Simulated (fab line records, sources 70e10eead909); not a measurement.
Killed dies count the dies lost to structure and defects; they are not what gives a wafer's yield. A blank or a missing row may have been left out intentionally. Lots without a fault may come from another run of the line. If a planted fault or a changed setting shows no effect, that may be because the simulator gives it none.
Matching of chambers | flow nand harc | 3 sister chambers for NHARC_A_STAIRCASE_DEP_151 on pecvd-04
The step deposits SiO2, target thk 3800 nm. 16 wafers are shown with their chamber, then 8 later ones without.

WAFERS WITH THEIR CHAMBER
wafer  | chamber | heater power w (W)
L074.1 | 2       | 558
L074.2 | 1       | 688
L074.4 | 2       | 548
L077.4 | 1       | 545
L077.5 | 0       | 566
L077.6 | 2       | 536
L076.1 | 0       | 665
L076.4 | 1       | 560
L076.6 | 0       | 538
L078.2 | 2       | 577
L078.4 | 2       | 538
L078.6 | 0       | 543
L080.3 | 0       | 654
L080.4 | 1       | 542
L080.6 | 2       | 545
L090.1 | 0       | 576

SIGNATURES (means of the wafers above)
reading        | chamber 0 | chamber 1 | chamber 2 | scatter within a chamber
heater power w | 590.33    | 583.75    | 550.33    | 49
Rule: a wafer lies at a distance from a chamber equal to the root of the sum of squares, over the readings, of (its reading less the chamber's mean, divided by the reading's scatter). The wafer belongs to the nearest chamber; if the next one is less than 2 further off, it can't be placed. The scatter: the root of (the sum of the squares of (reading less its chamber's mean) over the shown wafers, divided by (wafers less chambers)).

WAFERS WITH NO CHAMBER GIVEN
wafer  | heater power w (W)
L090.2 | 568
L090.5 | 560
L094.2 | 504
L094.3 | 698
L094.4 | 499
L097.3 | 701
L097.5 | 545
L097.6 | 500

EACH ONE'S CHAMBER
wafer  | from the rows above          | in truth
L090.2 | can't be placed: 1 or 2 or 0 | 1
L090.5 | can't be placed: 2 or 1 or 0 | 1
L094.2 | can't be placed: 2 or 1 or 0 | 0
L094.3 | can't be placed: 0 or 1 or 2 | 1
L094.4 | can't be placed: 2 or 1 or 0 | 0
L097.3 | can't be placed: 0 or 1 or 2 | 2
L097.5 | can't be placed: 2 or 1 or 0 | 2
L097.6 | can't be placed: 2 or 1 or 0 | 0
Correct placement for 0 of the 8. Unplaceable from these rows: 8, with the true chamber sitting among the candidates in 8. Number placed wrongly: 0.
